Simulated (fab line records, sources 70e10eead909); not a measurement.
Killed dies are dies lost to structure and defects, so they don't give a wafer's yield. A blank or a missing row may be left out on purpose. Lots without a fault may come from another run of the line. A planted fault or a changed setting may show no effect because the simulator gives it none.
Which tool did it? | flow nand_harc | 14 lots, 42 wafers sampled, at 4 steps of a route of 1302

WHAT THE GAUGES READ, wafer by wafer
The record holds no reading of a measuring or inspecting step that can be judged against a usual standard deviation.

WHICH TOOL RAN EACH LOT (tool, then ch and the chambers of the sampled wafers, then the start)
lot  | NHARC_A_CHANNEL_FILL_D2_ETCHBACK_19 | NHARC_A_STAIRCASE_EXPOSE_163      | NHARC_A_STAIRCASE_DESCUM_168       | NHARC_A_STAIRCASE_STRIP_171
L909 | rie_si-04 ch 0,2, day 14 09:15      | krf_scanner-02 ch 0, day 15 09:46 | rie_diel-12 ch 0,1,3, day 15 10:10 | plasma_asher-01 ch 0,1, day 15 10:29
L910 | rie_si-04 ch 2,3, day 14 23:18      | krf_scanner-04 ch 0, day 16 02:11 | rie_diel-08 ch 0,3, day 16 02:33   | plasma_asher-02 ch 0,1, day 16 02:58
L913 | rie_si-02 ch 1,2, day 16 07:01      | krf_scanner-04, day 17 07:52      | rie_diel-08 ch 1,3, day 17 08:15   | plasma_asher-01 ch 0,1, day 17 08:37
L914 | rie_si-06 ch 0,1,3, day 16 07:02    | krf_scanner-02, day 17 07:41      | rie_diel-08 ch 0,1,3, day 17 08:05 | plasma_asher-02 ch 0,1, day 17 08:25
L923 | rie_si-04 ch 0,2,3, day 20 11:55    | krf_scanner-02 ch 0, day 21 16:05 | rie_diel-12 ch 0,2, day 21 16:28   | plasma_asher-02 ch 0,1, day 21 16:53
L924 | rie_si-02 ch 0,2,3, day 20 16:41    | krf_scanner-01 ch 0, day 21 21:22 | rie_diel-11 ch 0,2,3, day 21 21:46 | plasma_asher-02 ch 0,1, day 21 22:06
L925 | rie_si-04 ch 1,2,3, day 20 16:41    | krf_scanner-01 ch 0, day 21 16:14 | rie_diel-12 ch 0,3, day 21 16:38   | plasma_asher-02 ch 0,1, day 21 17:07
L926 | rie_si-06 ch 0,1,3, day 21 06:40    | krf_scanner-01 ch 0, day 22 07:58 | rie_diel-11 ch 0,1,3, day 22 08:21 | plasma_asher-02 ch 0, day 22 08:43
L927 | rie_si-06 ch 0,1,3, day 22 03:33    | krf_scanner-04 ch 0, day 23 05:11 | rie_diel-08 ch 0,2, day 23 05:34   | plasma_asher-02 ch 0, day 23 05:59
L929 | rie_si-04 ch 0,1,2, day 22 13:43    | krf_scanner-01 ch 0, day 23 13:52 | rie_diel-12 ch 0,1,3, day 23 14:19 | plasma_asher-02 ch 0,1, day 23 14:38
L928 | rie_si-06 ch 0,1,2, day 22 16:04    | krf_scanner-04 ch 0, day 23 14:03 | rie_diel-12 ch 0,2,3, day 23 14:28 | plasma_asher-01 ch 0,1, day 23 14:47
L930 | rie_si-06 ch 0,1,3, day 23 09:38    | krf_scanner-02 ch 0, day 24 12:08 | rie_diel-11 ch 1,2,3, day 24 12:31 | plasma_asher-02 ch 0,1, day 24 12:50
L931 | rie_si-04 ch 1,3, day 23 23:46      | krf_scanner-02 ch 0, day 25 00:49 | rie_diel-11 ch 0,1,2, day 25 01:11 | plasma_asher-02 ch 0,1, day 25 01:40
L932 | rie_si-02 ch 0,2,3, day 23 23:46    | krf_scanner-01 ch 0, day 25 00:39 | rie_diel-08 ch 0,1,3, day 25 01:02 | plasma_asher-02 ch 0,1, day 25 01:20
- NHARC_A_CHANNEL_FILL_D2_ETCHBACK_19: etches the open film in HBr/Cl2, target depth 5 nm, time 1.7 s.
- NHARC_A_STAIRCASE_EXPOSE_163: exposes mask STAIR OPEN.
- NHARC_A_STAIRCASE_DESCUM_168: chemistry O2, time 3 s.
- NHARC_A_STAIRCASE_STRIP_171: strips in O2.

WHAT THE TOOLS THEMSELVES READ (means of the sampled wafers that have a number; where no wafer has one, the mark that the record gives instead)
NHARC_A_CHANNEL_FILL_D2_ETCHBACK_19. Usual: drypump_motor_current_A 5.8 A, standard deviation 0.49; mfc_cl2_sccm 50.02 sccm, standard deviation 0.15; oes_product_au 1.001 a.u., standard deviation 0.0074; throttle_valve_pct 26.407 %, standard deviation 0.0096.
lot  | tool      | drypump_motor_current_A (A) | mfc_cl2_sccm (sccm) | oes_product_au (a.u.) | throttle_valve_pct (%) | flag
L909 | rie_si-04 | 6.3                         | 50.06               | 0.999                 | 26.393                 |
L910 | rie_si-04 | 6.0                         | 49.94               | 0.996                 | 26.413                 |
L913 | rie_si-02 | 6.0                         | 49.97               | 0.996                 | 26.399                 |
L914 | rie_si-06 | 5.7                         | 50.04               | 0.998                 | 26.410                 |
L923 | rie_si-04 | 6.2                         | 49.95               | 1.007                 | 26.410                 |
L924 | rie_si-02 | 5.8                         | 50.15               | 0.999                 | 26.404                 |
L925 | rie_si-04 | 5.9                         | 50.11               | 1.007                 | 26.414                 |
L926 | rie_si-06 | 5.7                         | 49.98               | 1.001                 | 26.405                 |
L927 | rie_si-06 | 5.7                         | 50.07               | 0.992                 | 26.410                 |
L929 | rie_si-04 | 6.2                         | 49.94               | 1.000                 | 26.403                 |
L928 | rie_si-06 | 5.8                         | 49.96               | 0.996                 | 26.406                 |
L930 | rie_si-06 | 5.7                         | 50.09               | 1.002                 | 26.411                 |
L931 | rie_si-04 | 5.7                         | 50.17               | 1.004                 | 26.412                 |
L932 | rie_si-02 | 5.8                         | 50.00               | 1.003                 | 26.411                 |

NHARC_A_STAIRCASE_EXPOSE_163. Usual: exposure_dose_mJ_cm2 20.007, standard deviation 0.019; focus_offset_nm -0.3 nm, standard deviation 0.51.
lot  | tool           | exposure_dose_mJ_cm2 | focus_offset_nm (nm) | flag
L909 | krf_scanner-02 | 19.978               | -0.3                 |
L910 | krf_scanner-04 | 19.986               | 0.3                  |
L913 | krf_scanner-04 | -                    | -                    | OFF
L914 | krf_scanner-02 | -                    | -                    | OFF
L923 | krf_scanner-02 | 20.018               | -0.2                 |
L924 | krf_scanner-01 | 20.014               | 0.6                  |
L925 | krf_scanner-01 | 20.027               | -1.0                 |
L926 | krf_scanner-01 | 20.028               | -0.6                 |
L927 | krf_scanner-04 | 20.002               | -0.1                 |
L929 | krf_scanner-01 | 19.991               | -0.2                 |
L928 | krf_scanner-04 | 19.993               | -0.7                 |
L930 | krf_scanner-02 | 20.018               | -0.3                 |
L931 | krf_scanner-02 | 19.986               | 0.2                  |
L932 | krf_scanner-01 | 20.026               | 0.3                  |

NHARC_A_STAIRCASE_DESCUM_168. Usual: drypump_motor_current_A 5.7 A, standard deviation 0.45; o2_flow_sccm 200.0 sccm, standard deviation 0.63; oes_product_au 1.000 a.u., standard deviation 0.0066; rf_vpp_V 57.9 V, standard deviation 0.93; showerhead_plenum_p_Torr 1.90 Torr, standard deviation 0.099; throttle_valve_pct 11.311 %, standard deviation 0.009.
lot  | tool        | drypump_motor_current_A (A) | o2_flow_sccm (sccm) | oes_product_au (a.u.) | rf_vpp_V (V) | showerhead_plenum_p_Torr (Torr) | throttle_valve_pct (%) | flag
L909 | rie_diel-12 | 5.8                         | 199.9               | 1.002                 | 58.8         | 1.98                            | 11.319                 |
L910 | rie_diel-08 | 5.5                         | 200.2               | 0.998                 | 57.9         | 1.89                            | 11.306                 |
L913 | rie_diel-08 | 5.8                         | 200.4               | 0.996                 | 58.1         | 1.79                            | 11.306                 |
L914 | rie_diel-08 | 5.5                         | 200.3               | 0.997                 | 57.7         | 1.88                            | 11.308                 |
L923 | rie_diel-12 | 5.9                         | 199.8               | 1.007                 | 58.2         | 1.92                            | 11.308                 |
L924 | rie_diel-11 | 5.8                         | 199.5               | 1.008                 | 58.4         | 1.91                            | 11.309                 |
L925 | rie_diel-12 | 5.9                         | 199.9               | 1.002                 | 58.1         | 1.94                            | 11.305                 |
L926 | rie_diel-11 | 5.4                         | 200.1               | 1.003                 | 56.8         | 1.87                            | 11.314                 |
L927 | rie_diel-08 | 5.8                         | 200.1               | 1.005                 | 57.6         | 1.95                            | 11.316                 |
L929 | rie_diel-12 | 5.8                         | 199.5               | 0.992                 | 58.2         | 1.96                            | 11.311                 |
L928 | rie_diel-12 | 6.1                         | 199.8               | 1.003                 | 57.5         | 1.88                            | 11.318                 |
L930 | rie_diel-11 | 5.7                         | 200.1               | 0.992                 | 59.1         | 1.93                            | 11.308                 |
L931 | rie_diel-11 | 5.8                         | 201.3               | 1.001                 | 58.1         | 1.96                            | 11.300                 |
L932 | rie_diel-08 | 5.5                         | 200.2               | 1.003                 | 59.1         | 1.97                            | 11.315                 |

NHARC_A_STAIRCASE_STRIP_171. Usual: drypump_motor_current_A 5.3 A, standard deviation 0.32; heater_power_w 333 W, standard deviation 22.
lot  | tool            | drypump_motor_current_A (A) | heater_power_w (W) | flag
L909 | plasma_asher-01 | 5.3                         | 309                |
L910 | plasma_asher-02 | 5.4                         | 350                |
L913 | plasma_asher-01 | 5.3                         | 317                |
L914 | plasma_asher-02 | 5.4                         | 339                |
L923 | plasma_asher-02 | 5.4                         | 344                |
L924 | plasma_asher-02 | 5.4                         | 349                |
L925 | plasma_asher-02 | 5.4                         | 345                |
L926 | plasma_asher-02 | 5.4                         | 322                |
L927 | plasma_asher-02 | 5.4                         | 312                |
L929 | plasma_asher-02 | 5.4                         | 331                |
L928 | plasma_asher-01 | 5.0                         | 315                |
L930 | plasma_asher-02 | 5.4                         | 347                |
L931 | plasma_asher-02 | 5.4                         | 349                |
L932 | plasma_asher-02 | 5.4                         | 335                |

THE ANSWER, worked out from the rows above alone
Rule: a lot is off if the mean of its wafers that have a number lies more than 3 standard deviations from the usual mean. A lot without any number at a reading at which 4 lots or more have one is off too. The other lots that the step has rows for count as sound. The gauges are gone through in route order, then the tools' own readings, and for those a lot's mean is taken as printed above. The first step at which some lot is off is used, and at that step the reading that is off furthest; a lot without a number counts as furthest.
Off: L913, L914, at NHARC_A_STAIRCASE_EXPOSE_163 (exposure_dose_mJ_cm2). Without a number there: L913, L914.
A tool fits if, at that step or a process step before it, it ran every lot that is off, and no sound lot after the first of them. None of those tried fits.

WHAT THE SIMULATOR HAD PUT IN
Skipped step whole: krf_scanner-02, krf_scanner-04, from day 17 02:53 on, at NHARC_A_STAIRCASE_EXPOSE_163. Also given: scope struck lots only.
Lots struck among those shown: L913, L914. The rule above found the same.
